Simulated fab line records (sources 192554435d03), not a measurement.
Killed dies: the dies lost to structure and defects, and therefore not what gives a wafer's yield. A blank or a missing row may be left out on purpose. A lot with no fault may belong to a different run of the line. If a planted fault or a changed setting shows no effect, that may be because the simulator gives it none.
Which tool was responsible? || flow n5Finfet || 9 lots, 27 wafers sampled, at 1 step of a route of 1938

== WHAT EACH GAUGE READ, for each wafer ==
N5_MOL_CONTACT_COAG_OVL_MEAS_09.
{"lot": "L516", "measured": "day 4 19:08", "on": "overlay-02", "CA_OVL (nm)": "-0.2 -0.2 -0.6"}
{"lot": "L519", "measured": "day 5 09:34", "on": "overlay-02", "CA_OVL (nm)": "-0.6 -1.1 -1.8"}
{"lot": "L524", "measured": "day 6 21:29", "on": "overlay-01", "CA_OVL (nm)": "-0.6 0.0 -0.5"}
{"lot": "L526", "measured": "day 7 05:47", "on": "overlay-02", "CA_OVL (nm)": "0.5 0.6 0.8"}
{"lot": "L528", "measured": "day 7 16:40", "on": "overlay-01", "CA_OVL (nm)": "-0.8 -1.9 -0.1"}
{"lot": "L527", "measured": "day 7 20:50", "on": "overlay-01", "CA_OVL (nm)": "-0.4 0.6 -0.7"}
{"lot": "L535", "measured": "day 9 09:29", "on": "overlay-01", "CA_OVL (nm)": "0.8 0.0 0.6"}
{"lot": "L537", "measured": "day 9 22:21", "on": "overlay-01", "CA_OVL (nm)": "0.4 0.9 -1.4"}
{"lot": "L539", "measured": "day 10 14:49", "on": "overlay-02", "CA_OVL (nm)": "0.4 -0.3 0.0"}

== WHAT TOOL EACH LOT RAN ON (gives the tool, then ch and the chambers of the sampled wafers, and finally the start) ==
No process step before these readings appears in the record.

== THE ANSWER, worked out from the rows above alone ==
Rule: usual is defined by the lots themselves. Put in order of their means at a reading, lots are off if they are a third of the lots or fewer, leave a main group of 4 or more, and stand apart from it by a gap of 3 or more times the standard deviation of the main group's means; of several such gaps the widest counts. The tables above print the reading to a certain number of digits; a main group whose means all agree to those digits is not used. A lot without any number at a reading at which 4 lots or more have one is off too. Any other lot the step has rows for is counted as sound.
Nothing can be told from this: no lot is off at any reading shown.

== WHAT WAS PUT IN BY THE SIMULATOR ==
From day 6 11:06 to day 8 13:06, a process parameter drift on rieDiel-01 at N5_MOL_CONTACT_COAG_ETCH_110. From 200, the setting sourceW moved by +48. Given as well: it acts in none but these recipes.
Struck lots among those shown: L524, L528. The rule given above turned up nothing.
